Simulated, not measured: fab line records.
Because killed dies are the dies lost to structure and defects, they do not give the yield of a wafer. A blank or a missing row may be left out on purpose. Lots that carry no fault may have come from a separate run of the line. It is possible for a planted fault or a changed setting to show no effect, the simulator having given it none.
Problem report, 8D (eight disciplines) form, completed by code + flow n5 finfet + the parts of the form that need people (team, actions taken, sign-off) are left out

== 1. PROBLEM STATEMENT ==
Wafers without a fault read 300.00 C, standard deviation 0.18; susceptor temp C at N5_BEOL_M8_ILD_DEP_00 reads a mean of 305.31 C on 2 wafers belonging to 2 lots. That is +30 standard deviations from the usual mean.
The step: deposits SiCOH lowk from DEMS/porogen, target thk 179.75 nm, time 33.4 s.
Earliest sighting: wafer L358.1 on pecvd-03 at day 9 23:44. The record has a number at this step for 35 wafers belonging to 13 lots. Rule for "out" (also "out of limits"): further than 4 standard deviations from the usual mean. Any other wafer with a number is counted as sound.

== 2. WHAT THIS IS AND IS NOT ==
| question                    | is                     | is not                                                                                                              |
|-----------------------------|------------------------|---------------------------------------------------------------------------------------------------------------------|
| which readings at this step | susceptor temp C       | heater power w, showerhead plenum p Torr, throttle valve pct                                                        |
| which lots                  | L358, L361             | L354, L356, L363, L364, L365, L366, L367, L369, L372, L375, L376                                                    |
| which wafers of those lots  | all that have a number | -                                                                                                                   |
| read on which tools         | pecvd-03               | pecvd-01, pecvd-02                                                                                                  |
| when                        | from day 9 23:44       | up to then (6 sound wafers); but 27 sound wafers of L363, L364, L365, L366, L367, L369, L372, L375, L376 came after |

== 3. THE SUSPECTS, EACH WITH WHAT RULES IT OUT ==
Counting: any tool at a process step up to the reading is kept as a suspect provided that every lot that is out went through it and no sound lot did after the first of them.
- pvd sputter-01 at N5_BEOL_M7_DEGAS_44 (time 60 s): ruled out as a lasting fault. The sound lots L363, L366, L372, L375, L376 went through it after L358, its earliest lot that is out (day 9 22:08).
- pecvd-03 at N5_BEOL_M8_ILD_DEP_00 (deposits SiCOH lowk from DEMS/porogen, target thk 179.75 nm, time 33.4 s): kept. Every lot that is out went through it, starting with L358 (day 9 23:44), and after that it ran no sound lot; the last sound lot it ran before then is L356 (day 9 18:05). Its own readings are out on those wafers: susceptor temp C.
After counting, what remains is pecvd-03 at N5_BEOL_M8_ILD_DEP_00.

== 4. THE CAUSE (what the simulator had put in) ==
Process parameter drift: pecvd-03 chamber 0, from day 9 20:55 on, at N5_BEOL_M8_ILD_DEP_00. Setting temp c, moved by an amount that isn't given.
This tool alone remained once counting was done.

== 5. SEQUENCE OF EFFECTS, ordered by route ==
One row per reading whose mean, taken over the struck wafers that have a number, lies over 3 standard deviations from the usual. Only readings for which the record gives a usual standard deviation are gone through. hours: the time from each lot's start at the first step in this table that gives one to its start at this step, as a median over the lots. sigmas: the change in usual standard deviations.
| hours | step                  | reading          | usual    | on struck wafers | change | sigmas |
|-------|-----------------------|------------------|----------|------------------|--------|--------|
| 0     | N5_BEOL_M8_ILD_DEP_00 | susceptor temp C | 300.00 C | 305.31           | +5.31  | +30    |
Process steps it contains:
- N5_BEOL_M8_ILD_DEP_00: deposits SiCOH lowk from DEMS/porogen, target thk 179.75 nm, time 33.4 s.

== 6. WHAT WOULD HAVE CAUGHT IT SOONER ==
First out-of-limits reading in this record: day 9 23:44, which is 3 hours after fault onset at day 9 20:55.
